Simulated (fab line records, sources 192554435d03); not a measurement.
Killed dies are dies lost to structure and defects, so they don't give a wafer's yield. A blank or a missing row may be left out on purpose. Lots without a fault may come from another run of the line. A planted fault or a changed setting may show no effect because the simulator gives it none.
Chamber matching | flow n5_finfet | N5_BEOL_M6_ILD_DEP_00 on pecvd-03: 3 sister chambers
The step deposits SiCOH lowk from DEMS/porogen, target thk 179.75 nm, time 33.4 s. 16 wafers are shown with their chamber, then 8 later ones without.

WAFERS WITH THEIR CHAMBER
wafer  | chamber | throttle_valve_pct (%) | showerhead_plenum_p_Torr (Torr) | heater_power_w (W)
L080.2 | 1       | 13.3                   | 5.713                           | 265
L080.3 | 0       | 14.3                   | 5.730                           | 242
L080.6 | 1       | 13.5                   | 5.723                           | 286
L082.1 | 1       | 13.4                   | 5.729                           | 323
L082.5 | 1       | 13.3                   | 5.719                           | 251
L082.6 | 2       | 13.4                   | 5.712                           | 295
L084.2 | 2       | 13.6                   | 5.734                           | 266
L084.3 | 1       | 13.3                   | 5.725                           | 287
L084.5 | 1       | 13.2                   | 5.730                           | 283
L090.1 | 1       | 13.2                   | 5.708                           | 283
L090.5 | 2       | 13.6                   | 5.715                           | 292
L090.6 | 1       | 13.4                   | 5.727                           | 285
L092.2 | 0       | 14.2                   | 5.722                           | 286
L092.4 | 0       | 14.4                   | 5.725                           | 293
L092.5 | 1       | 13.3                   | 5.722                           | 309
L093.2 | 0       | 14.6                   | 5.738                           | 293

SIGNATURES (means of the wafers above)
reading                  | chamber 0 | chamber 1 | chamber 2 | scatter within a chamber
throttle_valve_pct       | 14.375    | 13.322    | 13.533    | 0.121
showerhead_plenum_p_Torr | 5.72875   | 5.72178   | 5.72033   | 0.00816
heater_power_w           | 278.50    | 285.78    | 284.33    | 21.3
Rule: a wafer's distance from a chamber is the root of the sum, over the readings, of the square of ((its reading less the chamber's mean) divided by the reading's scatter). The wafer belongs to the nearest chamber; if the next one is less than 2 further off, it can't be placed. The scatter: the root of (the sum of the squares of (reading less its chamber's mean) over the shown wafers, divided by (wafers less chambers)).

WAFERS WITHOUT THEIR CHAMBER
wafer  | throttle_valve_pct (%) | showerhead_plenum_p_Torr (Torr) | heater_power_w (W)
L093.3 | 14.8                   | 5.741                           | 305
L093.4 | 13.2                   | 5.723                           | 312
L095.1 | 14.3                   | 5.742                           | 307
L095.3 | 13.4                   | 5.706                           | 295
L095.6 | 13.4                   | 5.727                           | 302
L097.1 | 13.4                   | 5.737                           | 325
L097.2 | 14.6                   | 5.728                           | 272
L097.5 | 14.7                   | 5.745                           | 289

WHICH CHAMBER EACH WENT THROUGH
wafer  | from the rows above     | in truth
L093.3 | 0                       | 0
L093.4 | can't be placed: 1 or 2 | 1
L095.1 | 0                       | 0
L095.3 | can't be placed: 1 or 2 | 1
L095.6 | can't be placed: 1 or 2 | 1
L097.1 | can't be placed: 1 or 2 | 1
L097.2 | 0                       | 0
L097.5 | 0                       | 0
Placed correctly: 4 of 8. Can't be placed from these rows: 4 (the true chamber is among the candidates in 4). Placed wrongly: 0.
